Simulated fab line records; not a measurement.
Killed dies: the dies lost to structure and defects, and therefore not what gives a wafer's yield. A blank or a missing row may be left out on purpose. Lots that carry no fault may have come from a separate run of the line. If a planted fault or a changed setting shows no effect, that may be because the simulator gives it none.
fab line records	flow n5_finfet	part 1 of 2: steps 1 to 29 of 35
record: lots: 5	wafers: 15	last_day: 19
route steps=1938 shown BEOL_M13@1661
lots that met no fault: taken from a fault-free run of the same line
start_h: hours from the record's opening day to when the first of the lot's shown wafers began	wait_h: how many hours have passed since the lot's step before this one	" as in the row above	L1.1+2: one row covering several wafers at once	- no value, or no start given	* or withheld: withheld	< > ~ a bound
route shown NAME@n: NAME is a module with steps in the file, n the number in the route of the first one	usual: mean and standard deviation over wafers with no fault	same: alike in all rows	chamber/n: place in a boat	sites: the reading at each site	_std_site: the values' standard deviation	_edge_site: the outer-site mean with the inner-site mean subtracted	radius_mm: for every site, how far away it sits from the centre of the wafer	mask NAME#n: copy n	behind: the most recent tool/chamber to have shaped the wafer	hold: reason for holding the lot/hours on hold/outcome of the hold	device: transistor that didn't switch, given as n, p or np	end of line: at the end of the route, the tests of the same wafers	a step without rows: its recipe alone	killed: dies that structure and defects cost at the first sort, which is not the same as the wafer's yield	map: shows each die of a wafer: x if killed, . if not, _ if none is there
set.NAME: the setting that was run; set.NAME@STEP: the one run at that earlier step	model.NAME: the simulator's own value behind a step, which no gauge read
lots at some steps of the route; a table a step, a row a wafer
services: the hour from which a tool's chamber was out of use, counted from the record's first day as start_h (under 0 if before that day), plus the number of hours and why
== steps ==
step: N5_BEOL_M13_COAT_58
recipe: resist: BARC	temp_c: 205	time_s: 60	spin_rpm: 1500	resist_thk_nm: 89
lot.wafer	tool	chamber	start_h	wait_h
L075.2+3+6	litho_track-04	0	259.92	0.0
L079.1+2+5	litho_track-04	0	272.88	0.0
L084.3+4+6	litho_track-02	0	322.35	0.0
L091.1+2+6	litho_track-05	0	375.12	0.0
L097.1+3+5	litho_track-05	0	417.03	0.0
step: N5_BEOL_M13_COAT_04
recipe: spin_rpm: 1625	resist_thk_nm: 400
lot.wafer	tool	chamber	start_h	wait_h
L075.2+3+6	litho_track-04	0	-	-
L079.1+2+5	litho_track-04	0	-	-
L084.3+4+6	litho_track-02	0	-	-
L091.1+2+6	litho_track-05	0	-	-
L097.1+3+5	litho_track-05	0	-	-
step: N5_BEOL_M13_EBR_06
recipe: solvent: PGMEA	ebr_width_mm: 1.5
lot.wafer	tool	chamber	start_h	wait_h
L075.2+3+6	litho_track-04	0	-	-
L079.1+2+5	litho_track-04	0	-	-
L084.3+4+6	litho_track-02	0	-	-
L091.1+2+6	litho_track-05	0	-	-
L097.1+3+5	litho_track-05	0	-	-
step: N5_BEOL_M13_SOFTBAKE_05
recipe: temp_c: 130	time_s: 60
lot.wafer	tool	chamber	start_h	wait_h
L075.2+3+6	litho_track-04	0	-	-
L079.1+2+5	litho_track-04	0	-	-
L084.3+4+6	litho_track-02	0	-	-
L091.1+2+6	litho_track-05	0	-	-
L097.1+3+5	litho_track-05	0	-	-
step: N5_BEOL_M13_EXPOSE_07
recipe: mask_id: V12	na: 0.93	source_shape: conventional	sigma_outer: 0.6	polarization: unpolarized	attpsm_phase_deg: 180	dose_mj: 24.8
usual: exposure_dose_mJ_cm2: 24.792/0.027
lot.wafer	tool	chamber	start_h	wait_h	mask	exposure_dose_mJ_cm2
L075.2	krf_scanner-02	0	260.02	-	V12#0	24.754
L075.3	"	0	"	"	V12#0	24.763
L075.6	"	0	"	"	V12#0	24.797
L079.1	krf_scanner-02	0	272.98	-	V12#0	24.815
L079.2	"	0	"	"	V12#0	24.795
L079.5	"	0	"	"	V12#0	24.798
L084.3	krf_scanner-01	0	322.58	-	V12#0	24.758
L084.4	"	0	"	"	V12#0	24.772
L084.6	"	0	"	"	V12#0	24.772
L091.1	krf_scanner-01	0	375.35	-	V12#0	24.779
L091.2	"	0	"	"	V12#0	24.786
L091.6	"	0	"	"	V12#0	24.794
L097.1	krf_scanner-01	0	417.26	-	V12#0	24.776
L097.3	"	0	"	"	V12#0	24.800
L097.5	"	0	"	"	V12#0	24.789
step: N5_BEOL_M13_PEB_08
recipe: peb_temp_c: 130	peb_time_s: 90
lot.wafer	tool	chamber	start_h	wait_h
L075.2+3+6	litho_track-02	0	260.07	0.0
L079.1+2+5	litho_track-04	0	273.04	0.1
L084.3+4+6	litho_track-04	0	322.63	0.0
L091.1+2+6	litho_track-05	0	375.41	0.1
L097.1+3+5	litho_track-04	0	417.32	0.1
step: N5_BEOL_M13_DEVELOP_09
recipe: develop_time_s: 45	rinse_liquid: diw	dry: air_spin	dev_temp_c: 21
lot.wafer	tool	chamber	start_h	wait_h
L075.2+3+6	litho_track-02	0	-	-
L079.1+2+5	litho_track-04	0	-	-
L084.3+4+6	litho_track-04	0	-	-
L091.1+2+6	litho_track-05	0	-	-
L097.1+3+5	litho_track-04	0	-	-
step: N5_BEOL_M13_HARDBAKE_14
recipe: temp_c: 130	time_s: 120
lot.wafer	tool	chamber	start_h	wait_h
L075.2+3+6	litho_track-02	0	-	-
L079.1+2+5	litho_track-04	0	-	-
L084.3+4+6	litho_track-04	0	-	-
L091.1+2+6	litho_track-05	0	-	-
L097.1+3+5	litho_track-04	0	-	-
step: N5_BEOL_M13_CD_MEAS_10
recipe: target_cd_nm: 190	landing_energy_ev: 500	detector: se_inlens	polarity: opening
usual: cd_nm: 190.7/0.82
lot.wafer	tool	chamber	start_h	wait_h	cd_nm
L075.2	cd_sem-01	0	260.19	-	190.9
L075.3	"	0	"	"	190.5
L075.6	"	0	"	"	190.5
L079.1	cd_sem-02	0	273.15	-	191.4
L079.2	"	0	"	"	190.4
L079.5	"	0	"	"	191.2
L084.3	cd_sem-02	0	322.75	-	189.5
L084.4	"	0	"	"	190.4
L084.6	"	0	"	"	190.8
L091.1	cd_sem-02	0	375.52	-	191.1
L091.2	"	0	"	"	191.0
L091.6	"	0	"	"	191.0
L097.1	cd_sem-03	0	417.43	-	190.5
L097.3	"	0	"	"	190.3
L097.5	"	0	"	"	190.3
step: N5_BEOL_M13_OVL_MEAS_11
recipe: points_per_wafer: 44
usual: V12_OVL: -2/6.4
lot.wafer	tool	chamber	start_h	wait_h	V12_OVL[nm]
L075.2	overlay-02	0	260.22	0.0	-10
L075.3	"	0	"	"	6
L075.6	"	0	"	"	-10
L079.1	overlay-01	0	273.18	0.0	-5
L079.2	"	0	"	"	8
L079.5	"	0	"	"	1
L084.3	overlay-02	0	322.77	0.0	3
L084.4	"	0	"	"	0
L084.6	"	0	"	"	2
L091.1	overlay-02	0	375.55	0.0	-15
L091.2	"	0	"	"	-2
L091.6	"	0	"	"	-3
L097.1	overlay-01	0	417.46	0.0	-7
L097.3	"	0	"	"	-11
L097.5	"	0	"	"	-7
step: N5_BEOL_M13_INSPECT_12
recipe: mode: adi	inspect_instrument: macro
usual: raw_defect_count: 2.0/1.4
lot.wafer	tool	chamber	start_h	wait_h	raw_defect_count
L075.2	defect_inspect-01	-	260.24	0.0	2
L075.3	"	-	"	"	4
L075.6	"	-	"	"	1
L079.1	defect_inspect-01	-	273.21	0.0	2
L079.2	"	-	"	"	1
L079.5	"	-	"	"	3
L084.3	defect_inspect-02	-	322.80	0.0	2
L084.4	"	-	"	"	3
L084.6	"	-	"	"	5
L091.1	defect_inspect-01	-	375.57	0.0	0
L091.2	"	-	"	"	2
L091.6	"	-	"	"	2
L097.1	defect_inspect-02	-	417.49	0.0	1
L097.3	"	-	"	"	3
L097.5	"	-	"	"	0
step: N5_BEOL_M13_DESCUM_15
recipe: chemistry: O2	time_s: 7.9	source_power_w: 50	bias_power_w: 20	pressure_mtorr: 20	rf_frequency_hz: 2.712e+07	temp_c: 40	o2_flow_sccm: 225
usual: drypump_motor_current_A: 5.47/0.25	o2_flow_sccm: 224.9/0.68	oes_product_au: 0.78/0.096	rf_vpp_V: 242.5/1.4	showerhead_plenum_p_Torr: 2.05/0.074	throttle_valve_pct: 20.44/0.3
lot.wafer	tool	chamber	start_h	wait_h	drypump_motor_current_A	o2_flow_sccm	oes_product_au	rf_hours_counter_h	rf_vpp_V	showerhead_plenum_p_Torr	throttle_valve_pct
L075.2	rie_diel-03	1	260.28	0.0	5.19	226.1	0.76	160	242.3	1.92	20.17
L075.3	"	0	"	"	5.57	225.4	0.70	226	243.6	2.06	20.30
L075.6	"	3	"	"	5.70	224.8	0.69	-	242.1	2.06	20.76
L079.1	rie_diel-01	0	273.24	0.0	5.06	224.6	0.80	97	242.9	2.11	20.64
L079.2	"	1	"	"	5.61	224.7	0.70	241	243.3	2.15	20.52
L079.5	"	2	"	"	5.69	224.9	0.70	-	242.2	2.06	20.61
L084.3	rie_diel-03	2	322.83	0.0	5.33	225.5	0.70	210	242.3	2.07	20.99
L084.4	"	3	"	"	5.72	225.2	0.93	10	241.7	2.06	20.42
L084.6	"	3	"	"	5.71	224.8	0.94	-	241.2	2.06	20.42
L091.1	rie_diel-03	2	375.61	0.0	5.36	224.7	0.69	230	243.4	2.07	21.02
L091.2	"	1	"	"	5.20	223.8	0.73	199	240.2	1.90	20.23
L091.6	"	2	"	"	5.31	224.2	0.69	-	242.5	2.07	21.02
L097.1	rie_diel-01	2	417.52	0.0	5.71	224.0	0.90	27	242.5	2.05	20.28
L097.3	"	0	"	"	5.09	225.3	0.76	135	243.3	2.10	20.69
L097.5	"	0	"	"	5.08	225.4	0.77	-	242.6	2.10	20.69
step: N5_BEOL_M13_ETCH_59
recipe: chemistry: N2/H2	target: BARC	target_depth_a: 890	overetch_a: 267	time_s: 67.9	ion_energy_ev: 200	pressure_mtorr: 30	source_w: 840	bias_w: 150	n2_flow_sccm: 200	h2_flow_sccm: 200
usual: drypump_motor_current_A: 5.48/0.25	h2_flow_sccm: 199.9/0.58	oes_product_au: 0.67/0.076	rf_vpp_V: 522.2/2.6	showerhead_plenum_p_Torr: 2.49/0.089	throttle_valve_pct: 17.91/0.29
lot.wafer	tool	chamber	start_h	wait_h	drypump_motor_current_A	h2_flow_sccm	oes_product_au	rf_hours_counter_h	rf_vpp_V	showerhead_plenum_p_Torr	throttle_valve_pct
L075.2	rie_diel-03	1	260.31	0.0	5.21	199.9	0.65	160	516.6	2.33	17.58
L075.3	"	0	"	"	5.54	200.2	0.61	226	523.3	2.50	17.69
L075.6	"	3	"	"	5.69	200.4	0.59	-	522.5	2.51	18.23
L079.1	rie_diel-01	0	273.28	0.0	5.09	199.9	0.68	97	524.8	2.56	18.00
L079.2	"	1	"	"	5.59	199.6	0.59	241	526.1	2.62	18.05
L079.5	"	2	"	"	5.69	199.6	0.60	-	523.7	2.51	18.13
L084.3	rie_diel-03	2	322.87	0.0	5.35	199.1	0.61	210	523.0	2.52	18.43
L084.4	"	3	"	"	5.72	199.9	0.79	10	524.3	2.50	17.83
L084.6	"	3	"	"	5.71	199.8	0.79	-	522.7	2.50	17.85
L091.1	rie_diel-03	2	375.64	0.0	5.29	199.9	0.59	230	524.2	2.51	18.49
L091.2	"	1	"	"	5.23	199.7	0.62	199	517.7	2.31	17.63
L091.6	"	2	"	"	5.31	200.2	0.60	-	524.1	2.51	18.47
L097.1	rie_diel-01	2	417.56	0.0	5.70	199.2	0.78	27	521.9	2.49	17.77
L097.3	"	0	"	"	5.09	199.5	0.65	135	524.6	2.55	18.07
L097.5	"	0	"	"	5.09	198.9	0.65	-	523.9	2.55	18.09
step: N5_BEOL_M13_VIA_ETCH_16
recipe: chemistry: C4F8/O2/Ar	target: SiOC	pressure_mtorr: 30	source_w: 3000	bias_w: 700	Ar_flow_sccm: 400	C4F8_flow_sccm: 15	O2_flow_sccm: 8	he_inner_torr: 15	he_outer_torr: 30	target_depth_a: 9217	time_s: withheld	ion_energy_ev: 250	ends: cleared
usual: drypump_motor_current_A: 5.48/0.25	mfc_ar_sccm: 400.1/1.3	oes_product_au: 0.70/0.085	rf_vpp_V: 664/3.3	showerhead_plenum_p_Torr: 3.35/0.1	throttle_valve_pct: 24.2/0.3
lot.wafer	tool	chamber	start_h	wait_h	drypump_motor_current_A	mfc_ar_sccm	oes_product_au	rf_vpp_V	showerhead_plenum_p_Torr	throttle_valve_pct
L075.2	rie_diel-03	1	260.36	0.0	5.25	399.9	0.68	657	3.17	24.0
L075.3	"	0	"	"	5.57	402.0	0.65	665	3.38	24.0
L075.6	"	3	"	"	5.71	398.4	0.63	664	3.36	24.4
L079.1	rie_diel-01	0	273.33	0.0	5.07	397.0	0.73	667	3.45	24.4
L079.2	"	1	"	"	5.59	400.1	0.62	668	3.49	24.2
L079.5	"	2	"	"	5.68	399.0	0.63	664	3.37	24.4
L084.3	rie_diel-03	2	322.92	0.0	5.29	401.1	0.64	663	3.40	24.8
L084.4	"	3	"	"	5.69	400.4	0.85	665	3.35	24.1
L084.6	"	3	"	"	5.72	399.3	0.84	664	3.35	24.1
L091.1	rie_diel-03	2	375.70	0.0	5.35	399.8	0.62	663	3.39	24.9
L091.2	"	1	"	"	5.25	401.3	0.67	657	3.15	24.0
L091.6	"	2	"	"	5.35	401.5	0.63	664	3.39	24.8
L097.1	rie_diel-01	2	417.61	0.0	5.70	402.0	0.82	664	3.35	24.1
L097.3	"	0	"	"	5.09	400.9	0.69	665	3.43	24.5
L097.5	"	0	"	"	5.07	398.5	0.70	665	3.42	24.5
step: N5_BEOL_M13_STRIP_63
recipe: chemistry: N2/H2	power_w: 1000	temp_c: 250	h2_frac: 0.65	overash_fraction: 0.3	pressure_mtorr: 1000	n2_flow_sccm: 1750	h2_flow_sccm: 3250
usual: drypump_motor_current_A: 5.34/0.25	h2_flow_sccm: 3250/10	heater_power_w: 350/17	oes_product_au: 0.674/0.0048	strip_time_to_endpoint_s: 27.7/0.94
lot.wafer	tool	chamber	start_h	wait_h	drypump_motor_current_A	h2_flow_sccm	heater_power_w	oes_product_au	rf_hours_counter_h	strip_time_to_endpoint_s
L075.2	plasma_asher-02	0	260.60	-	5.21	3243	343	0.675	70	28.3
L075.3	"	0	"	"	5.20	3239	342	0.663	-	27.6
L075.6	"	0	"	"	5.21	3225	341	0.667	-	26.7
L079.1	plasma_asher-01	1	273.56	-	5.60	3234	367	0.684	126	29.0
L079.2	"	0	"	"	5.03	3260	333	0.682	126	28.5
L079.5	"	0	"	"	4.98	3258	331	0.681	-	27.6
L084.3	plasma_asher-01	0	323.17	-	4.98	3249	343	0.680	-	27.8
L084.4	"	1	"	"	5.64	3246	376	0.672	-	27.6
L084.6	"	1	"	"	5.63	3267	368	0.679	-	27.0
L091.1	plasma_asher-02	1	375.93	-	5.51	3251	365	0.672	91	28.0
L091.2	"	0	"	"	5.22	3254	346	0.675	91	28.9
L091.6	"	1	"	"	5.51	3254	365	0.673	-	27.7
L097.1	plasma_asher-02	1	417.84	-	5.51	3256	363	0.674	99	28.3
L097.3	"	0	"	"	5.22	3268	341	0.673	-	29.0
L097.5	"	0	"	"	5.23	3255	345	0.675	-	26.7
step: N5_BEOL_M13_STRIP_64
recipe: chemistry: N2/H2	power_w: 1000	temp_c: 250	h2_frac: 0.65	overash_fraction: 0.3	pressure_mtorr: withheld	n2_flow_sccm: 1750	h2_flow_sccm: 3250
usual: drypump_motor_current_A: 5.34/0.26	h2_flow_sccm: 3250/10	heater_power_w: 349/16	oes_product_au: 0.715/0.0044	strip_time_to_endpoint_s: 31.31/0.077
lot.wafer	tool	chamber	start_h	wait_h	drypump_motor_current_A	h2_flow_sccm	heater_power_w	oes_product_au	rf_hours_counter_h	strip_time_to_endpoint_s
L075.2	plasma_asher-02	0	260.66	0.0	5.20	3241	344	0.709	70	31.30
L075.3	"	0	"	"	5.20	3215	334	0.720	-	31.30
L075.6	"	0	"	"	5.21	3233	336	0.715	-	31.24
L079.1	plasma_asher-01	1	273.62	0.0	5.66	3243	362	0.716	126	31.26
L079.2	"	0	"	"	5.00	3257	330	0.714	126	31.28
L079.5	"	0	"	"	5.01	3254	330	0.717	-	31.29
L084.3	plasma_asher-01	0	323.23	0.0	4.98	3259	329	0.714	-	31.29
L084.4	"	1	"	"	5.66	3251	366	0.711	-	31.26
L084.6	"	1	"	"	5.64	3248	368	0.720	-	31.36
L091.1	plasma_asher-02	1	375.99	0.0	5.51	3237	357	0.717	91	31.14
L091.2	"	0	"	"	5.21	3259	342	0.715	91	31.15
L091.6	"	1	"	"	5.51	3235	362	0.717	-	31.15
L097.1	plasma_asher-02	1	417.90	0.0	5.51	3236	370	0.715	99	31.31
L097.3	"	0	"	"	5.23	3260	340	0.710	-	31.35
L097.5	"	0	"	"	5.20	3258	338	0.713	-	31.36
step: N5_BEOL_M13_STRIP_71
recipe: chemistry: post_etch_residue_remover	time_s: 60	temp_c: 25	remover_ph: withheld	remover_water_wt_pct: withheld	remover_fluoride_wt_pct: withheld
lot.wafer	tool	chamber	start_h	wait_h
L075.2+3+6	wet_bench-03	5,4,6	260.75	0.1
L079.1+2+5	wet_bench-03	6,1,5	273.71	0.1
L084.3+4+6	wet_bench-04	3,4,2	323.30	0.0
L091.1+2+6	wet_bench-02	5,6,1	376.08	0.1
L097.1+3+5	wet_bench-04	2,0,3	417.99	0.1
step: N5_BEOL_M13_SRD_72
recipe: time_s: 30	temp_c: 23	rinse_liquid: diw	dry: n2_spin	spin_rpm: 1500	dry_time_s: 30
lot.wafer	tool	chamber	start_h	wait_h
L075.2+3+6	wet_bench-03	5,4,6	260.77	0.0
L079.1+2+5	wet_bench-03	6,1,5	273.73	0.0
L084.3+4+6	wet_bench-04	3,4,2	323.32	0.0
L091.1+2+6	wet_bench-02	5,6,1	376.10	0.0
L097.1+3+5	wet_bench-04	2,0,3	418.03	0.0
step: N5_BEOL_M13_CD_MEAS_17
recipe: target_cd_nm: 190	polarity: opening
usual: cd_nm: 191.1/1.2
lot.wafer	tool	chamber	start_h	wait_h	cd_nm
L075.2	cd_sem-01	-	260.81	0.0	191.3
L075.3	"	-	"	"	191.6
L075.6	"	-	"	"	191.9
L079.1	cd_sem-02	-	273.77	0.0	192.2
L079.2	"	-	"	"	190.1
L079.5	"	-	"	"	190.6
L084.3	cd_sem-03	-	323.36	0.0	189.5
L084.4	"	-	"	"	192.2
L084.6	"	-	"	"	190.9
L091.1	cd_sem-02	-	376.14	0.0	191.5
L091.2	"	-	"	"	191.7
L091.6	"	-	"	"	191.2
L097.1	cd_sem-01	-	418.09	0.0	189.6
L097.3	"	-	"	"	189.9
L097.5	"	-	"	"	190.8
step: N5_BEOL_M13_COAT_65
recipe: resist: SOC	temp_c: 250	time_s: 60	spin_rpm: 1500	resist_thk_nm: 350
lot.wafer	tool	chamber	start_h	wait_h
L075.2+3+6	litho_track-02	0	260.84	0.0
L079.1+2+5	litho_track-05	0	273.81	0.0
L084.3+4+6	litho_track-05	0	323.40	0.0
L091.1+2+6	litho_track-02	0	376.17	0.0
L097.1+3+5	litho_track-02	0	418.12	0.0
step: N5_BEOL_M13_COAT_66
recipe: resist: SiARC	temp_c: 220	time_s: 60	spin_rpm: 1500	resist_thk_nm: 110
lot.wafer	tool	chamber	start_h	wait_h
L075.2+3+6	litho_track-02	0	-	-
L079.1+2+5	litho_track-05	0	-	-
L084.3+4+6	litho_track-05	0	-	-
L091.1+2+6	litho_track-02	0	-	-
L097.1+3+5	litho_track-02	0	-	-
step: N5_BEOL_M13_COAT_22
recipe: spin_rpm: 2888	resist_thk_nm: 300
lot.wafer	tool	chamber	start_h	wait_h
L075.2+3+6	litho_track-02	0	-	-
L079.1+2+5	litho_track-05	0	-	-
L084.3+4+6	litho_track-05	0	-	-
L091.1+2+6	litho_track-02	0	-	-
L097.1+3+5	litho_track-02	0	-	-
step: N5_BEOL_M13_EBR_24
recipe: solvent: PGMEA	ebr_width_mm: 1.5
lot.wafer	tool	chamber	start_h	wait_h
L075.2+3+6	litho_track-02	0	-	-
L079.1+2+5	litho_track-05	0	-	-
L084.3+4+6	litho_track-05	0	-	-
L091.1+2+6	litho_track-02	0	-	-
L097.1+3+5	litho_track-02	0	-	-
step: N5_BEOL_M13_SOFTBAKE_23
recipe: temp_c: 130	time_s: 60
lot.wafer	tool	chamber	start_h	wait_h
L075.2+3+6	litho_track-02	0	-	-
L079.1+2+5	litho_track-05	0	-	-
L084.3+4+6	litho_track-05	0	-	-
L091.1+2+6	litho_track-02	0	-	-
L097.1+3+5	litho_track-02	0	-	-
step: N5_BEOL_M13_EXPOSE_25
recipe: mask_id: M13	na: 0.93	source_shape: conventional	sigma_outer: 0.4	polarization: unpolarized	target_cd_nm: 210	dose_mj: 22
usual: exposure_dose_mJ_cm2: 21.994/0.025
lot.wafer	tool	chamber	start_h	wait_h	mask	exposure_dose_mJ_cm2
L075.2	krf_scanner-02	0	261.09	-	M13#0	22.014
L075.3	"	0	"	"	M13#0	22.007
L075.6	"	0	"	"	M13#0	21.970
L079.1	krf_scanner-02	0	274.05	-	M13#0	22.029
L079.2	"	0	"	"	M13#0	21.993
L079.5	"	0	"	"	M13#0	22.018
L084.3	krf_scanner-02	0	323.65	-	M13#0	22.027
L084.4	"	0	"	"	M13#0	22.033
L084.6	"	0	"	"	M13#0	21.997
L091.1	krf_scanner-02	0	376.30	-	M13#0	22.028
L091.2	"	0	"	"	M13#0	22.033
L091.6	"	0	"	"	M13#0	22.020
L097.1	krf_scanner-01	0	418.37	-	M13#0	21.960
L097.3	"	0	"	"	M13#0	22.014
L097.5	"	0	"	"	M13#0	22.021
step: N5_BEOL_M13_PEB_26
recipe: peb_temp_c: 130	peb_time_s: 90
lot.wafer	tool	chamber	start_h	wait_h
L075.2+3+6	litho_track-05	0	261.14	0.0
L079.1+2+5	litho_track-05	0	274.11	0.1
L084.3+4+6	litho_track-04	0	323.70	0.0
L091.1+2+6	litho_track-02	0	376.35	0.1
L097.1+3+5	litho_track-04	0	418.42	0.1
step: N5_BEOL_M13_DEVELOP_27
recipe: develop_time_s: 45	rinse_liquid: diw	dry: air_spin	dev_temp_c: 21
lot.wafer	tool	chamber	start_h	wait_h
L075.2+3+6	litho_track-05	0	-	-
L079.1+2+5	litho_track-05	0	-	-
L084.3+4+6	litho_track-04	0	-	-
L091.1+2+6	litho_track-02	0	-	-
L097.1+3+5	litho_track-04	0	-	-
step: N5_BEOL_M13_HARDBAKE_32
recipe: temp_c: 130	time_s: 120
lot.wafer	tool	chamber	start_h	wait_h
L075.2+3+6	litho_track-05	0	-	-
L079.1+2+5	litho_track-05	0	-	-
L084.3+4+6	litho_track-04	0	-	-
L091.1+2+6	litho_track-02	0	-	-
L097.1+3+5	litho_track-04	0	-	-
step: N5_BEOL_M13_CD_MEAS_28
recipe: target_cd_nm: 209.5	landing_energy_ev: 500	detector: se_inlens
usual: cd_nm: 209.1/0.96
lot.wafer	tool	chamber	start_h	wait_h	cd_nm
L075.2	cd_sem-03	0	261.27	-	209.4
L075.3	"	0	"	"	209.5
L075.6	"	0	"	"	209.6
L079.1	cd_sem-01	0	274.22	-	211.3
L079.2	"	0	"	"	210.2
L079.5	"	0	"	"	211.1
L084.3	cd_sem-01	0	323.82	-	209.1
L084.4	"	0	"	"	210.2
L084.6	"	0	"	"	209.3
L091.1	cd_sem-03	0	376.47	-	209.3
L091.2	"	0	"	"	208.3
L091.6	"	0	"	"	209.8
L097.1	cd_sem-02	0	418.54	-	207.6
L097.3	"	0	"	"	208.4
L097.5	"	0	"	"	208.3
